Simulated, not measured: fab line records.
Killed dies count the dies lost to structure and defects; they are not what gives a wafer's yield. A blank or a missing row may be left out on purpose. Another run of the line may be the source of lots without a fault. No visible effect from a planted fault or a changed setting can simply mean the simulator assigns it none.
8D (eight disciplines) problem report, filled in by code + flow nandHarc + the parts of the form that need people (team, actions taken, sign-off) are left out

## 1. WHAT WENT WRONG
At NHARC_A_BLC_ETCH_17, runLengthS averages 616.6 s over 4 wafers from 3 lots, while fault-free wafers read 630.8 s, standard deviation 0.41. That is -35 standard deviations from the usual mean.
The step: etches the open film in N2/H2, target depth 390 nm, time 609.38 s.
The first sign was on wafer L892.5 at day 26 09:01, on rieDiel-04. The record holds 34 wafers of 12 lots with a number at this step. Rule for "out" (also "out of limits"): further than 4 standard deviations from the usual mean. Any other wafer with a number is counted as sound.

## 2. WHAT THIS IS AND IS NOT
| question                    | is                             | is not                                                                                                                    |
|-----------------------------|--------------------------------|---------------------------------------------------------------------------------------------------------------------------|
| which readings at this step | runLengthS                     | drypumpMotorCurrentA, oesProductAu, rfVppV, showerheadPlenumPTorr                                                         |
| which lots                  | L891, L892, L894               | L885, L896, L897, L901, L902, L903, L904, L905, L906                                                                      |
| which wafers of those lots  | L891.5, L891.6, L892.5, L894.6 | L891.3, L892.3, L894.1                                                                                                    |
| read on which tools         | rieDiel-04                     | rieDiel-06                                                                                                                |
| when                        | from day 26 09:01              | up to then (4 sound wafers); but 26 sound wafers of L891, L894, L896, L897, L901, L902, L903, L904, L905, L906 came after |

## 3. SUSPECTS, AND WHAT RULES EACH OUT
Counting: a tool at a process step up to the reading stays a suspect if it ran every lot that is out. Sound lots after the first of them don't rule it out here, since some wafers of a struck lot are sound.
- rieDiel-04 at NHARC_A_BLC_ETCH_17 (etches the open film in N2/H2, target depth 390 nm, time 609.38 s): kept. It ran every lot that is out, first L892 (day 26 09:01). Its own readings are out on those wafers: runLengthS.
Remaining after the count: rieDiel-04 at NHARC_A_BLC_ETCH_17.

## 4. THE CAUSE (what the simulator had put in)
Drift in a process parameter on rieDiel-04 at NHARC_A_BLC_ETCH_17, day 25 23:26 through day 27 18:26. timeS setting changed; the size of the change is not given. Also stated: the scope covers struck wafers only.
Counting left only this tool.

## 5. SEQUENCE OF EFFECTS, ordered by route
One row per reading whose mean, taken over the struck wafers that have a number, lies over 3 standard deviations from the usual. Readings are gone through only where the record gives a usual standard deviation; hours: the median, over the lots, of the time from a lot's start at the first step in this table giving one to that lot's start at this step; sigmas: the change measured in usual standard deviations.
| hours | step                | reading    | usual   | on struck wafers | change | sigmas |
|-------|---------------------|------------|---------|------------------|--------|--------|
| 0     | NHARC_A_BLC_ETCH_17 | runLengthS | 630.8 s | 616.6            | -14.1  | -35    |
Process steps it contains:
- NHARC_A_BLC_ETCH_17: etches the open film in N2/H2, target depth 390 nm, time 609.38 s.
Readings that are blank on the struck wafers while sound wafers have them: biasW at NHARC_A_BLC_ETCH_17.
Later measuring or inspecting steps at which every struck wafer that the step has a row for has a number for every such reading, and none has moved that far: NHARC_END_SORT_01.

## 6. WHAT WOULD HAVE CAUGHT IT SOONER
First out-of-limits reading in this record: day 26 09:01, which is 10 hours after fault onset at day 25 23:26.
